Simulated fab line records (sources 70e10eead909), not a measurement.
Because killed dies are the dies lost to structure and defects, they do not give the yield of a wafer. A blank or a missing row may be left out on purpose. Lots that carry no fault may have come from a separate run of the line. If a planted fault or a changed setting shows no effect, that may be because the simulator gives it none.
Matching of chambers | flow nand-harc | 4 sister chambers for NHARC_A_STAIRCASE_DESCUM_219 on rie-diel-10
The step chemistry O2, time 3 s. 8 wafers are shown with their chamber, then 7 later ones without.

## WAFERS WITH THEIR CHAMBER
wafer  | chamber | showerhead-plenum-p-Torr (Torr) | oes-product-au (a.u.)
L077.4 | 1       | 1.79                            | 1.010
L082.1 | 3       | 1.84                            | 0.993
L082.2 | 1       | 1.78                            | 0.992
L085.1 | 2       | 1.84                            | 1.006
L085.3 | 0       | 2.05                            | 1.011
L085.4 | 3       | 1.84                            | 0.993
L084.2 | 2       | 1.84                            | 1.010
L084.3 | 0       | 2.05                            | 1.016

## WAFERS WHOSE CHAMBER IS MISSING
wafer  | showerhead-plenum-p-Torr (Torr) | oes-product-au (a.u.)
L084.6 | 1.78                            | 0.997
L089.2 | 1.78                            | 1.022
L089.4 | 1.83                            | 1.020
L089.6 | 1.78                            | 1.006
L097.2 | 1.77                            | 1.017
L097.5 | 1.77                            | 1.016
L097.6 | 1.82                            | 1.018

## CHAMBER TAKEN BY EACH
wafer  | from the rows above     | in truth
L084.6 | 1                       | 1
L089.2 | 1                       | 1
L089.4 | can't be placed: 2 or 3 | 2
L089.6 | 1                       | 1
L097.2 | 1                       | 1
L097.5 | 1                       | 1
L097.6 | can't be placed: 2 or 3 | 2
Placed correctly: 5 of 7. From these rows, 2 cannot be placed; in 2 the true chamber is one of the candidates. 0 placed wrongly.
How it was worked out, from the rows above alone: a wafer's distance from a chamber is the root of the sum, over the readings, of the square of ((its reading less the chamber's mean) divided by the reading's scatter). The wafer belongs to the nearest chamber; if the next one is less than 2 further off, it can't be placed. For every chamber, the mean is computed from those of its wafers that are shown. The scatter: the root of (the sum of the squares of (reading less its chamber's mean) over the shown wafers, divided by (wafers less chambers)).
